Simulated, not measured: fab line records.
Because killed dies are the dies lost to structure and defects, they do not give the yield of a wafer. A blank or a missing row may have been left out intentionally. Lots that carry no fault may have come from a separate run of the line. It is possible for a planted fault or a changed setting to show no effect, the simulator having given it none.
Chamber matching :: flow nand-harc :: rie-diel-12 running NHARC_P_STI_DESCUM_14: 4 sister chambers
The step chemistry O2, time 3 s. 16 wafers are shown with their chamber, then 8 later ones without.

== WAFERS PAIRED WITH THEIR CHAMBERS ==
wafer: L075.1
chamber: 0
drypump-motor-current-A (A): 5.3
showerhead-plenum-p-Torr (Torr): 2.05
oes-product-au (a.u.): 0.982

wafer: L075.3
chamber: 2
drypump-motor-current-A (A): 5.2
showerhead-plenum-p-Torr (Torr): 1.97
oes-product-au (a.u.): 1.009

wafer: L075.6
chamber: 2
drypump-motor-current-A (A): 5.2
showerhead-plenum-p-Torr (Torr): 1.98
oes-product-au (a.u.): 1.001

wafer: L081.2
chamber: 2
drypump-motor-current-A (A): 5.2
showerhead-plenum-p-Torr (Torr): 1.97
oes-product-au (a.u.): 0.998

wafer: L081.4
chamber: 3
drypump-motor-current-A (A): 5.3
showerhead-plenum-p-Torr (Torr): 1.98
oes-product-au (a.u.): 0.986

wafer: L081.6
chamber: 2
drypump-motor-current-A (A): 5.2
showerhead-plenum-p-Torr (Torr): 1.98
oes-product-au (a.u.): 0.999

wafer: L086.1
chamber: 1
drypump-motor-current-A (A): 6.2
showerhead-plenum-p-Torr (Torr): 2.04
oes-product-au (a.u.): 0.994

wafer: L086.2
chamber: 0
drypump-motor-current-A (A): 5.4
showerhead-plenum-p-Torr (Torr): 2.05
oes-product-au (a.u.): 0.975

wafer: L086.5
chamber: 2
drypump-motor-current-A (A): 5.2
showerhead-plenum-p-Torr (Torr): 1.98
oes-product-au (a.u.): 0.992

wafer: L088.1
chamber: 0
drypump-motor-current-A (A): 5.3
showerhead-plenum-p-Torr (Torr): 2.05
oes-product-au (a.u.): 0.990

wafer: L088.3
chamber: 3
drypump-motor-current-A (A): 5.3
showerhead-plenum-p-Torr (Torr): 1.98
oes-product-au (a.u.): 0.968

wafer: L088.6
chamber: 2
drypump-motor-current-A (A): 5.2
showerhead-plenum-p-Torr (Torr): 1.98
oes-product-au (a.u.): 0.994

wafer: L089.2
chamber: 0
drypump-motor-current-A (A): 5.3
showerhead-plenum-p-Torr (Torr): 2.05
oes-product-au (a.u.): 0.977

wafer: L089.5
chamber: 3
drypump-motor-current-A (A): 5.3
showerhead-plenum-p-Torr (Torr): 1.98
oes-product-au (a.u.): 0.980

wafer: L089.6
chamber: 0
drypump-motor-current-A (A): 5.3
showerhead-plenum-p-Torr (Torr): 2.05
oes-product-au (a.u.): 0.990

wafer: L090.2
chamber: 3
drypump-motor-current-A (A): 5.3
showerhead-plenum-p-Torr (Torr): 1.98
oes-product-au (a.u.): 0.963

SIGNATURES (means of the wafers above)
reading: drypump-motor-current-A
chamber 0: 5.320
chamber 1: 6.200
chamber 2: 5.200
chamber 3: 5.300
scatter within a chamber: 0.0258

reading: showerhead-plenum-p-Torr
chamber 0: 2.0500
chamber 1: 2.0400
chamber 2: 1.9767
chamber 3: 1.9800
scatter within a chamber: 0.00333

reading: oes-product-au
chamber 0: 0.98280
chamber 1: 0.99400
chamber 2: 0.99883
chamber 3: 0.97425
scatter within a chamber: 0.00772
Rule: a wafer's distance from a chamber is the root of the sum, over the readings, of the square of ((its reading less the chamber's mean) divided by the reading's scatter). The wafer belongs to the nearest chamber; if the next one is less than 2 further off, it can't be placed. The scatter is the square root of a quotient: the sum, over the shown wafers, of each reading's squared deviation from its chamber's mean, divided by wafers minus chambers.

== WAFERS WITH NO CHAMBER GIVEN ==
wafer: L090.4
drypump-motor-current-A (A): 5.3
showerhead-plenum-p-Torr (Torr): 1.98
oes-product-au (a.u.): 0.963

wafer: L090.5
drypump-motor-current-A (A): 6.2
showerhead-plenum-p-Torr (Torr): 2.03
oes-product-au (a.u.): 0.989

wafer: L094.2
drypump-motor-current-A (A): 5.4
showerhead-plenum-p-Torr (Torr): 2.05
oes-product-au (a.u.): 0.995

wafer: L094.5
drypump-motor-current-A (A): 5.4
showerhead-plenum-p-Torr (Torr): 2.05
oes-product-au (a.u.): 0.995

wafer: L094.6
drypump-motor-current-A (A): 5.3
showerhead-plenum-p-Torr (Torr): 1.98
oes-product-au (a.u.): 0.976

wafer: L096.1
drypump-motor-current-A (A): 5.3
showerhead-plenum-p-Torr (Torr): 1.98
oes-product-au (a.u.): 0.969

wafer: L096.4
drypump-motor-current-A (A): 5.3
showerhead-plenum-p-Torr (Torr): 2.05
oes-product-au (a.u.): 0.989

wafer: L096.5
drypump-motor-current-A (A): 5.3
showerhead-plenum-p-Torr (Torr): 1.98
oes-product-au (a.u.): 0.975

== THE CHAMBER EACH PASSED THROUGH ==
wafer: L090.4
from the rows above: 3
in truth: 3

wafer: L090.5
from the rows above: 1
in truth: 1

wafer: L094.2
from the rows above: 0
in truth: 0

wafer: L094.5
from the rows above: 0
in truth: 0

wafer: L094.6
from the rows above: 3
in truth: 3

wafer: L096.1
from the rows above: 3
in truth: 3

wafer: L096.4
from the rows above: 0
in truth: 0

wafer: L096.5
from the rows above: 3
in truth: 3
Correctly placed: 8 of 8. Number that these rows cannot place: 0. Placed wrongly: 0.
